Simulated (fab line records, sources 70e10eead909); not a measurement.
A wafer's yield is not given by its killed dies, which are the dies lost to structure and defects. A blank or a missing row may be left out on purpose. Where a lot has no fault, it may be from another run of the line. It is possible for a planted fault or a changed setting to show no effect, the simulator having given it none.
The tool behind it: which one? ; flow nandHarc ; Sampling: 12 lots, 36 wafers, 6 of 1302 route steps

== WHAT THE GAUGES SHOWED, per wafer ==
NHARC_P_ZERO_WELL_CD_MEAS_37 targets a cd of 720 nm. Usual: 720.2 nm for cdNm, sd 1.6.
lot;measured;on;cdNm (nm);flag
L720;day 2 00:10;cdSem-01;719.4 719.6 718.1;
L721;day 2 10:28;cdSem-01;719.3 721.7 721.6;
L725;day 4 02:17;cdSem-01;719.4 719.9 722.0;
L726;day 4 12:08;cdSem-02;719.3 720.6 720.9;
L727;day 4 22:28;cdSem-01;718.7 719.9 720.1;
L728;day 5 08:31;cdSem-01;719.9 719.9 717.6;
L729;day 5 18:41;cdSem-03;721.9 719.6 720.4;
L732;day 7 00:11;cdSem-01;- - -;OFF
L734;day 7 20:20;cdSem-03;719.5 720.7 719.4;
L741;day 10 18:02;cdSem-01;719.6 721.2 719.2;
L742;day 11 04:00;cdSem-01;720.4 720.6 719.0;
L743;day 11 13:58;cdSem-02;721.2 719.8 720.6;

NHARC_P_GATE_INSPECT_28. Usual: 6.0 for rawDefectCount, sd 2.5.
lot;measured;on;rawDefectCount;flag
L720;day 5 08:32;defectInspect-02;5 5 9;
L721;day 5 08:42;defectInspect-01;7 3 8;
L725;day 7 07:31;defectInspect-02;6 2 4;
L726;day 7 10:31;defectInspect-01;6 7 3;
L727;day 7 21:55;defectInspect-01;6 9 3;
L728;day 8 08:57;defectInspect-02;6 7 3;
L729;day 8 18:17;defectInspect-02;5 5 6;
L734;day 11 01:38;defectInspect-01;5 7 8;
L741;day 13 21:55;defectInspect-02;6 4 1;
L742;day 14 07:44;defectInspect-01;5 3 6;
L743;day 14 21:32;defectInspect-02;4 9 2;

NHARC_END_SORT_01. Usual: killedAtArray 51, standard deviation 18; killedAtOther 1.0, standard deviation 1.2; killedAtPeriphery 3.7, standard deviation 2.9; killedDies 55, standard deviation 19; killedOpen 3.5, standard deviation 1.9; killedShort 2.6, standard deviation 1.6.
lot;measured;on;killedAtArray;killedAtOther;killedAtPeriphery;killedDies;killedOpen;killedShort;flag
L732;day 29 10:55;prober-02;83 74 80;0 0 0;594 603 597;677 677 677;4 3 4;5 2 2;OFF

== WHICH TOOL RAN EACH LOT (tool, then ch and the chambers of the sampled wafers, then the start) ==
lot;NHARC_P_ZERO_WELL_EXPOSE_34;NHARC_P_STI_DESCUM_14;NHARC_P_STI_ETCH_31
L720;krfScanner-04 ch 0, day 2 00:01;rieDiel-07 ch 0,1, day 2 22:30;rieDiel-07 ch 0,2,3, day 5 08:32 or earlier
L721;krfScanner-03 ch 0, day 2 10:19;rieDiel-08 ch 0,2,3, day 3 06:04;rieDiel-08 ch 0,3, day 5 08:42 or earlier
L725;krfScanner-04 ch 0, day 4 02:08;rieDiel-07 ch 0,3, day 4 21:22;rieDiel-07 ch 0,3, day 7 07:31 or earlier
L726;krfScanner-04 ch 0, day 4 11:59;rieDiel-04 ch 0,1,2, day 5 06:49;rieDiel-04 ch 1,2, day 7 10:31 or earlier
L727;krfScanner-04 ch 0, day 4 22:19;rieDiel-08 ch 1,2,3, day 5 17:08;rieDiel-08 ch 1,2,3, day 7 21:55 or earlier
L728;krfScanner-01 ch 0, day 5 08:22;rieDiel-04 ch 2,3, day 6 05:47;rieDiel-04 ch 1,2, day 8 08:57 or earlier
L729;krfScanner-01 ch 0, day 5 18:31;rieDiel-08 ch 0,1,3, day 6 14:46;rieDiel-08 ch 0,1, day 8 18:17 or earlier
L732;krfScanner-04 ch 0, day 7 00:02;-;-
L734;krfScanner-04 ch 0, day 7 20:11;rieDiel-07 ch 0,2, day 8 17:03;rieDiel-07 ch 2,3, day 11 01:38 or earlier
L741;krfScanner-04 ch 0, day 10 17:53;rieDiel-04 ch 0,1,3, day 11 15:06;rieDiel-04 ch 0,2,3, day 13 21:55 or earlier
L742;krfScanner-04 ch 0, day 11 03:51;rieDiel-04 ch 0,1,2, day 12 00:52;rieDiel-04 ch 0,1,2, day 14 07:44 or earlier
L743;krfScanner-04 ch 0, day 11 13:49;rieDiel-07 ch 0,2,3, day 12 10:33;rieDiel-07 ch 0,3, day 14 21:32 or earlier
- NHARC_P_ZERO_WELL_EXPOSE_34: exposes mask P PWELL, target cd 720 nm.
- NHARC_P_STI_DESCUM_14: chemistry O2, time 3 s.
- NHARC_P_STI_ETCH_31: etches the open film in CF4/CHF3, target depth 108.9 nm, time 54.5 s.

== WHAT THE TOOLS THEMSELVES READ (means of the sampled wafers that have a number; where no wafer has one, the mark that the record gives instead) ==
NHARC_P_STI_DESCUM_14. Usual: drypumpMotorCurrentA 5.7 A, standard deviation 0.44; oesProductAu 1.002 a.u., standard deviation 0.011; rfVppV 57.7 V, standard deviation 0.85; showerheadPlenumPTorr 1.91 Torr, standard deviation 0.086; throttleValvePct 11.310 %, standard deviation 0.0082.
lot;tool;drypumpMotorCurrentA (A);oesProductAu (a.u.);rfVppV (V);showerheadPlenumPTorr (Torr);throttleValvePct (%);flag
L720;rieDiel-07;5.8;1.008;58.2;1.98;11.305;
L721;rieDiel-08;5.5;1.008;58.3;1.94;11.305;
L725;rieDiel-07;5.6;1.013;57.3;1.96;11.316;
L726;rieDiel-04;5.6;0.996;58.0;1.91;11.308;
L727;rieDiel-08;5.8;1.000;58.6;1.95;11.314;
L728;rieDiel-04;5.7;0.994;58.6;1.93;11.306;
L729;rieDiel-08;5.4;0.990;58.4;1.90;11.317;
L734;rieDiel-07;5.9;1.023;58.0;1.99;11.310;
L741;rieDiel-04;5.9;0.992;57.7;1.84;11.309;
L742;rieDiel-04;5.6;0.991;58.2;1.90;11.311;
L743;rieDiel-07;5.9;1.004;57.9;1.91;11.311;

NHARC_P_STI_ETCH_31. Usual: drypumpMotorCurrentA 5.8 A, standard deviation 0.46; oesProductAu 0.963 a.u., standard deviation 0.019; rfVppV 370.0 V, standard deviation 2.2; showerheadPlenumPTorr 1.56 Torr, standard deviation 0.062; throttleValvePct 16.802 %, standard deviation 0.009.
lot;tool;drypumpMotorCurrentA (A);oesProductAu (a.u.);rfVppV (V);showerheadPlenumPTorr (Torr);throttleValvePct (%);flag
L720;rieDiel-07;5.9;0.988;370.5;1.58;16.805;
L721;rieDiel-08;5.1;0.944;370.0;1.55;16.807;
L725;rieDiel-07;5.6;0.971;369.3;1.55;16.803;
L726;rieDiel-04;5.6;0.954;371.9;1.60;16.801;
L727;rieDiel-08;5.8;0.963;370.8;1.60;16.807;
L728;rieDiel-04;5.6;0.951;372.9;1.62;16.802;
L729;rieDiel-08;5.6;0.956;370.4;1.54;16.801;
L734;rieDiel-07;6.2;0.987;370.2;1.54;16.795;
L741;rieDiel-04;5.8;0.965;369.3;1.54;16.800;
L742;rieDiel-04;5.7;0.948;370.2;1.56;16.799;
L743;rieDiel-07;5.6;0.940;369.1;1.55;16.805;

== THE ANSWER, worked out from the rows above alone ==
Rule: a lot counts as off when the mean over its wafers that have a number is more than 3 standard deviations away from the usual mean. Also off: a lot with no number at a reading for which 4 or more lots have one. Any other lot the step has rows for is counted as sound. Order of review: gauges by route order, followed by the tools' own readings, for which a lot's mean as printed above is used. At the first step where some lot is off, the reading lying furthest off is the one used; lots without a number count as furthest.
Off: L732, at NHARC_P_ZERO_WELL_CD_MEAS_37 (cdNm). Without a number there: L732.
If a tool, at a process step before that reading, ran all the lots that are off and no sound lot after the first of them, it fits. Not tried: the gauges at NHARC_P_ZERO_WELL_CD_MEAS_37; whatever is off there is also off at NHARC_END_SORT_01, on other tools, and gauge error can't account for it. No candidate that was tried fits.

== WHAT WAS PUT IN BY THE SIMULATOR ==
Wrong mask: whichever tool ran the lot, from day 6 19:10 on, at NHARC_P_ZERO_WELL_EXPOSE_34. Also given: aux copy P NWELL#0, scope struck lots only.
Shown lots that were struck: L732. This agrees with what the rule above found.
